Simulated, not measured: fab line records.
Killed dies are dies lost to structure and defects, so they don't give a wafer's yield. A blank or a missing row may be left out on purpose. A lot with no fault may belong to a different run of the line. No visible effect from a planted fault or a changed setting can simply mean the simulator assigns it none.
Which tool was responsible? ; flow nand-harc ; 11 lots, 33 wafers sampled, at 5 steps of a route of 1159

== WHAT EACH GAUGE READ, for each wafer ==
NHARC_END_SORT_01.
lot;measured;on;killed-at-array;killed-at-other;killed-at-periphery;killed-dies;killed-open;killed-short
L618;day 23 12:39;prober-02;35 373 26;2 1 0;5 12 4;42 386 30;4 1 3;4 1 0
L617;day 23 12:43;prober-01;410 35 29;3 5 1;8 6 5;421 46 35;4 3 3;2 2 2

== WHAT TOOL EACH LOT RAN ON (gives the tool, then ch and the chambers of the sampled wafers, and finally the start) ==
lot;NHARC_A_STAIRCASE_TRIM_191;NHARC_A_STAIRCASE_ETCH_192;NHARC_A_STAIRCASE_TRIM_198;NHARC_A_STAIRCASE_ETCH_201
L610;rie-diel-02 ch 0,2, day 11 16:31;rie-diel-02 ch 0,1,3, no start;rie-diel-02 ch 1,2,3, no start;rie-diel-02 ch 1,2,3, no start
L608;rie-diel-01 ch 1,3, day 11 18:32;rie-diel-01 ch 1,2,3, no start;rie-diel-01 ch 0,2,3, no start;rie-diel-01 ch 0,2, no start
L607;rie-diel-01 ch 0,2,3, day 11 22:44;rie-diel-01 ch 1,2,3, no start;rie-diel-01 ch 1,3, no start;rie-diel-01 ch 0,1,2, no start
L609;rie-diel-02 ch 0,2,3, day 12 04:45;rie-diel-02 ch 1,2, no start;rie-diel-02 ch 0,1, no start;rie-diel-02 ch 1,2, no start
L612;rie-diel-02 ch 1,3, day 12 17:04;rie-diel-02 ch 0,1,2, no start;rie-diel-02 ch 0,2, no start;rie-diel-02 ch 0,2, no start
L619;rie-diel-06 ch 0,1,3, day 14 17:31;rie-diel-06 ch 0,2,3, no start;rie-diel-06 ch 0,2,3, no start;rie-diel-06 ch 0,2,3, no start
L618;rie-diel-06 ch 0,1,2, day 14 20:59;rie-diel-06 ch 0,2,3, day 23 12:39 or earlier;rie-diel-06 ch 1,2,3, day 23 12:39 or earlier;rie-diel-06 ch 1,2,3, day 23 12:39 or earlier
L617;rie-diel-06 ch 0,2,3, day 14 21:40;rie-diel-06 ch 0,1,2, day 23 12:43 or earlier;rie-diel-01 ch 0,3, day 23 12:43 or earlier;rie-diel-01 ch 0,2, day 23 12:43 or earlier
L622;rie-diel-02 ch 0,1,3, day 15 06:39;rie-diel-02 ch 0,3, no start;rie-diel-06 ch 0,2,3, no start;rie-diel-06 ch 0,1,2, no start
L623;rie-diel-01 ch 0,2,3, day 15 10:32;rie-diel-01 ch 0,2,3, no start;rie-diel-06 ch 0,1,3, no start;rie-diel-06 ch 0,1,2, no start
L627;rie-diel-01 ch 0,1,3, day 16 07:53;rie-diel-01 ch 0,1,2, no start;rie-diel-06 ch 0,1,2, no start;rie-diel-06 ch 1,2,3, no start
- NHARC_A_STAIRCASE_TRIM_191: chemistry O2, time 211.2 s.
- NHARC_A_STAIRCASE_ETCH_192: etches the open film in C4F8/O2, target depth 100 nm, time 40.5 s.
- NHARC_A_STAIRCASE_TRIM_198: chemistry O2, time 211.2 s.
- NHARC_A_STAIRCASE_ETCH_201: etches the open film in C4F8/O2, target depth 100 nm, time 40.5 s.

== AS READ BY THE TOOLS THEMSELVES (means over the sampled wafers that have a number; for cases with no such wafer, the mark the record gives instead) ==
NHARC_A_STAIRCASE_TRIM_191.
lot;tool;drypump-motor-current-A (A);mfc-ar-sccm (sccm);oes-product-au (a.u.);rf-vpp-V (V);run-length-s (s);showerhead-plenum-p-Torr (Torr);throttle-valve-pct (%)
L610;rie-diel-02;5.8;0.005;0.991;56.7;232.5;3.42;17.037
L608;rie-diel-01;6.1;0.000;1.006;58.6;233.1;3.61;17.042
L607;rie-diel-01;5.9;0.000;0.994;57.7;232.7;3.65;17.038
L609;rie-diel-02;5.9;0.017;0.988;57.1;232.4;3.38;17.035
L612;rie-diel-02;6.0;0.027;1.002;58.0;232.1;3.45;17.041
L619;rie-diel-06;5.7;0.000;0.988;57.5;232.3;3.49;17.034
L618;rie-diel-06;5.5;0.006;0.983;57.2;257.4;3.49;17.033
L617;rie-diel-06;6.0;0.006;0.991;58.0;257.7;3.49;17.037
L622;rie-diel-02;6.0;0.015;0.988;57.6;232.1;3.45;17.030
L623;rie-diel-01;5.9;0.000;1.001;58.4;232.9;3.63;17.039
L627;rie-diel-01;5.8;0.000;1.005;57.6;233.0;3.57;17.032

NHARC_A_STAIRCASE_ETCH_192.
lot;tool;oes-product-au (a.u.);rf-fwd-power-W (W);rf-vpp-V (V)
L610;rie-diel-02;0.910;594;894
L608;rie-diel-01;0.937;592;898
L607;rie-diel-01;0.951;595;899
L609;rie-diel-02;0.935;594;899
L612;rie-diel-02;0.939;594;895
L619;rie-diel-06;0.926;590;895
L618;rie-diel-06;0.940;589;895
L617;rie-diel-06;0.922;591;894
L622;rie-diel-02;0.939;593;889
L623;rie-diel-01;0.923;597;900
L627;rie-diel-01;0.950;595;897

NHARC_A_STAIRCASE_TRIM_198.
lot;tool;drypump-motor-current-A (A);mfc-ar-sccm (sccm);oes-product-au (a.u.);rf-vpp-V (V);run-length-s (s);showerhead-plenum-p-Torr (Torr);throttle-valve-pct (%)
L610;rie-diel-02;5.9;0.015;0.986;57.8;232.0;3.50;17.042
L608;rie-diel-01;5.9;0.000;1.000;58.2;233.0;3.65;17.041
L607;rie-diel-01;5.5;0.000;1.004;58.1;233.0;3.53;17.044
L609;rie-diel-02;6.0;0.004;0.983;57.2;232.4;3.46;17.049
L612;rie-diel-02;5.8;0.005;0.980;57.2;232.4;3.42;17.032
L619;rie-diel-06;6.0;0.006;0.988;57.9;232.5;3.49;17.039
L618;rie-diel-06;5.8;0.006;1.002;57.2;232.3;3.48;17.037
L617;rie-diel-01;6.3;0.000;0.995;57.9;233.1;3.66;17.030
L622;rie-diel-06;6.0;0.006;0.992;57.9;232.5;3.48;17.039
L623;rie-diel-06;5.7;0.000;0.980;58.2;232.4;3.48;17.044
L627;rie-diel-06;5.6;0.006;0.988;57.9;232.4;3.49;17.036

NHARC_A_STAIRCASE_ETCH_201.
lot;tool;oes-product-au (a.u.);rf-fwd-power-W (W);rf-vpp-V (V)
L610;rie-diel-02;0.919;594;895
L608;rie-diel-01;0.941;594;900
L607;rie-diel-01;0.947;594;898
L609;rie-diel-02;0.931;592;898
L612;rie-diel-02;0.945;593;892
L619;rie-diel-06;0.938;589;894
L618;rie-diel-06;0.931;594;895
L617;rie-diel-01;0.939;594;900
L622;rie-diel-06;0.920;589;895
L623;rie-diel-06;0.928;590;894
L627;rie-diel-06;0.945;591;894

== THE ANSWER, worked out from the rows above alone ==
Rule: the usual values come from the lots themselves. The widest of any qualifying gaps counts: lots, ordered by their means at a reading, are off when they make up no more than a third of the lots, leave a main group of 4 or more, and stand apart from it by 3 or more times the standard deviation of that group's means. The tables above print the reading to a certain number of digits; a main group whose means all agree to those digits is not used. A lot without any number at a reading at which 4 lots or more have one is off too. Any other lot the step has rows for is counted as sound. The gauges are gone through in route order, then the tools' own readings, and for those a lot's mean is taken as printed above. At the first step where some lot is off, the reading lying furthest off is the one used; lots without a number count as furthest.
Off: L618, L617, at NHARC_A_STAIRCASE_TRIM_191 (run-length-s). The main group has a mean of 232.6 s with a standard deviation of 0.36.
If a tool, at that step or one of the process steps before it, ran each lot that is off and ran no sound lot following the first of them, it fits. One fits: NHARC_A_STAIRCASE_TRIM_191 on rie-diel-06. A fault onset in the window from L619 (day 14 17:31, its last sound lot) to L618 (day 14 20:59, its first lot off) fits.
The tool's own readings at NHARC_A_STAIRCASE_TRIM_191 bear it out: on the lots that are off they differ by more than 5 times the standard deviation of the sound lots' means. run-length-s reads 257.5 s there against 232.6 s on the sound lots.

== WHAT THE SIMULATOR PUT IN ==
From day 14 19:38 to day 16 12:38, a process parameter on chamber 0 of rie-diel-06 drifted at NHARC_A_STAIRCASE_TRIM_191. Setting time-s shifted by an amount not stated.
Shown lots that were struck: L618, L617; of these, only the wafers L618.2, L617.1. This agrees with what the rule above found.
